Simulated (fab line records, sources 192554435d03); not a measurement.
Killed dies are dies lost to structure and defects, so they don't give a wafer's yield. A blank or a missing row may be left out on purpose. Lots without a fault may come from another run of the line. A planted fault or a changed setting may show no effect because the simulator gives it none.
Chamber matching | flow n5_finfet | N5_SPACER0_ALD_00 on ald_sin-03: 4 sister chambers
The step deposits SiOCN, target thk 3.5 nm, pulse time 3 s, purge time 2 s. 8 wafers are shown with their chamber, then 9 later ones without.

WAFERS WITH THEIR CHAMBER
wafer  | chamber | heater_power_w (W) | precursor_pulse_height_rel
L088.2 | 1       | 713                | 0.999
L088.3 | 0       | 908                | 0.980
L090.1 | 0       | 901                | 0.983
L090.2 | 2       | 792                | 1.025
L090.3 | 1       | 683                | 1.023
L090.4 | 3       | 842                | 1.001
L090.5 | 3       | 864                | 0.997
L090.6 | 2       | 786                | 0.980

WAFERS WITHOUT THEIR CHAMBER
wafer  | heater_power_w (W) | precursor_pulse_height_rel
L092.1 | 822                | 1.016
L092.3 | 914                | 0.980
L092.6 | 690                | 1.007
L096.1 | 908                | 1.036
L096.2 | 798                | 1.050
L096.6 | 683                | 0.994
L097.1 | 834                | 1.007
L097.3 | 897                | 1.006
L097.5 | 716                | 0.973

WHICH CHAMBER EACH WENT THROUGH
wafer  | from the rows above     | in truth
L092.1 | can't be placed: 3 or 2 | 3
L092.3 | 0                       | 0
L092.6 | 1                       | 1
L096.1 | can't be placed: 0 or 3 | 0
L096.2 | 2                       | 2
L096.6 | 1                       | 1
L097.1 | can't be placed: 3 or 2 | 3
L097.3 | can't be placed: 0 or 3 | 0
L097.5 | 1                       | 1
Placed correctly: 5 of 9. Can't be placed from these rows: 4 (the true chamber is among the candidates in 4). Placed wrongly: 0.
How it was worked out, from the rows above alone: a wafer's distance from a chamber is the root of the sum, over the readings, of the square of ((its reading less the chamber's mean) divided by the reading's scatter). The wafer belongs to the nearest chamber; if the next one is less than 2 further off, it can't be placed. A chamber's mean is the mean of its shown wafers. The scatter: the root of (the sum of the squares of (reading less its chamber's mean) over the shown wafers, divided by (wafers less chambers)).
